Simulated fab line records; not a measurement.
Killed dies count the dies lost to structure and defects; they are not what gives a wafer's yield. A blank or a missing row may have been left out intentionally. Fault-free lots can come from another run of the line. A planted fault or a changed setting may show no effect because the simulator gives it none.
Lot-split experiment	flow n5_finfet	7 lots, 21 wafers read, on a route of 1938 steps

THE SPLIT ITSELF
At N5_BEOL_M1_VIA_ETCH_34 (etches the open film in C4F6/O2, target depth 67.8 nm, time 64.4 s), the setting time_s was moved away from the recipe's 64.4 s on 6 of the 21 wafers read, by -19.1% to +5.9%. For the rest of the wafers, this setting stayed at what the recipe calls for.

The reading is taken at the split's own step.

THE READING
SOC_of_BEOL_M1_COAT_67.thk_nm (the simulator's own value, which no gauge read), in nm, at N5_BEOL_M1_VIA_ETCH_34 (etches the open film in C4F6/O2, target depth 67.8 nm, time 64.4 s). The file does not state a usual value for it. Across the 15 wafers here that went through the recipe, the average is 52.3 nm and the standard deviation 0.23 nm.

wafer	tool, chamber at the split	time_s as run, s	against the recipe	SOC_of_BEOL_M1_COAT_67.thk_nm, nm	against lot-mates on the recipe
L076.1	rie_diel-01, 3	68.21	+5.9%	52.4	+0.0
L076.2	rie_diel-01, 2	64.4	recipe	52.4	-
L076.5	rie_diel-01, 0	68.21	+5.9%	52	-0.4
L077.3	rie_diel-03, 2	64.4	recipe	51.8	-
L077.4	rie_diel-03, 1	64.4	recipe	51.8	-
L077.6	rie_diel-03, 0	52.13	-19.1%	53.4	+1.6
L082.2	rie_diel-03, 2	64.4	recipe	52.4	-
L082.4	rie_diel-03, 1	64.4	recipe	52.2	-
L082.5	rie_diel-03, 2	64.4	recipe	52.2	-
L084.1	rie_diel-06, 2	64.4	recipe	52.4	-
L084.3	rie_diel-06, 0	55.24	-14.2%	53.8	+1.4
L084.4	rie_diel-06, 1	55.24	-14.2%	53.6	+1.2
L085.1	rie_diel-03, 1	64.4	recipe	52.2	-
L085.4	rie_diel-03, 1	64.4	recipe	52.4	-
L085.5	rie_diel-03, 2	64.4	recipe	52.2	-
L096.2	rie_diel-06, 0	58.19	-9.6%	53.2	+0.7
L096.5	rie_diel-06, 3	64.4	recipe	52.4	-
L096.6	rie_diel-06, 0	64.4	recipe	52.6	-
L097.1	rie_diel-01, 0	64.4	recipe	52.4	-
L097.3	rie_diel-01, 3	64.4	recipe	52.6	-
L097.4	rie_diel-01, 2	64.4	recipe	52.4	-

THE FIT
A straight line over all 21 wafers: SOC_of_BEOL_M1_COAT_67.thk_nm changes by -0.0732 nm for each +1% of time_s; r = -0.87; the points scatter about the line by 0.27 nm.
The same after taking each lot's own level away (the mean of its wafers on the recipe; 21 wafers): -0.0803 nm for each +1%; r = -0.97; scatter 0.14 nm.
According to that fit, moving time_s by its largest amount changes the reading by 1.5 nm.
Measured against the standard deviation above, the lots' own levels, which go from 51.80 to 52.50 nm, span 3.1 times it.
So the lot-to-lot level changes the slope little: the two slopes agree.
Check: with one of the wafers moved furthest among these (-19.1%) left out of the fit, the line predicts +1.55 nm for it against its lot-mates. It came out at +1.6 nm against them.

THE OTHER SPLITS THESE WAFERS WENT THROUGH
Other splits were also applied to these wafers ahead of the reading. Each is held against what the fit with the lots' levels taken away leaves over:
other split on the same wafers	wafers away from the commonest value	r with SOC_of_BEOL_M1_COAT_67.thk_nm (lot level and that fit taken away)
N5_GATE_CUT_EXPOSE_10 dose_mj	8	-0.03
N5_GATE_CUT_ETCH_36 cf4_flow_sccm	10	+0.27
N5_MOL_CONTACT_COAG_VIA_ETCH_46 bias_w	6	-0.17
N5_MOL_CONTACT_COAG_COAT_64 spin_rpm	9	-0.03
N5_BEOL_M0_SAQP_PECVD_96 time_s	9	+0.10
N5_BEOL_M0_SAQP_PEB_12 peb_time_s	7	-0.14
N5_BEOL_M0_CUTY_COAT_50 spin_rpm	10	-0.40

THE WHOLE CHAIN: every reading that the file lists as answering this split, in the file's order
step	what it does	reading	change (the file's fit)	r (the file's)
N5_BEOL_M1_VIA_ETCH_34	etches the open film in C4F6/O2, target depth 67.8 nm, time 64.4 s	etch.depth_nm (the simulator's own value, which no gauge read)	+0.727 nm for each +1% of the setting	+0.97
N5_BEOL_M1_VIA_ETCH_34	etches the open film in C4F6/O2, target depth 67.8 nm, time 64.4 s	SOC_of_BEOL_M1_COAT_67.thk_nm (the simulator's own value, which no gauge read)	-0.0821 nm for each +1% of the setting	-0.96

FILE'S OWN FIT
SOC_of_BEOL_M1_COAT_67.thk_nm changes by -0.0821 nm for each +1% of time_s, r = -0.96.
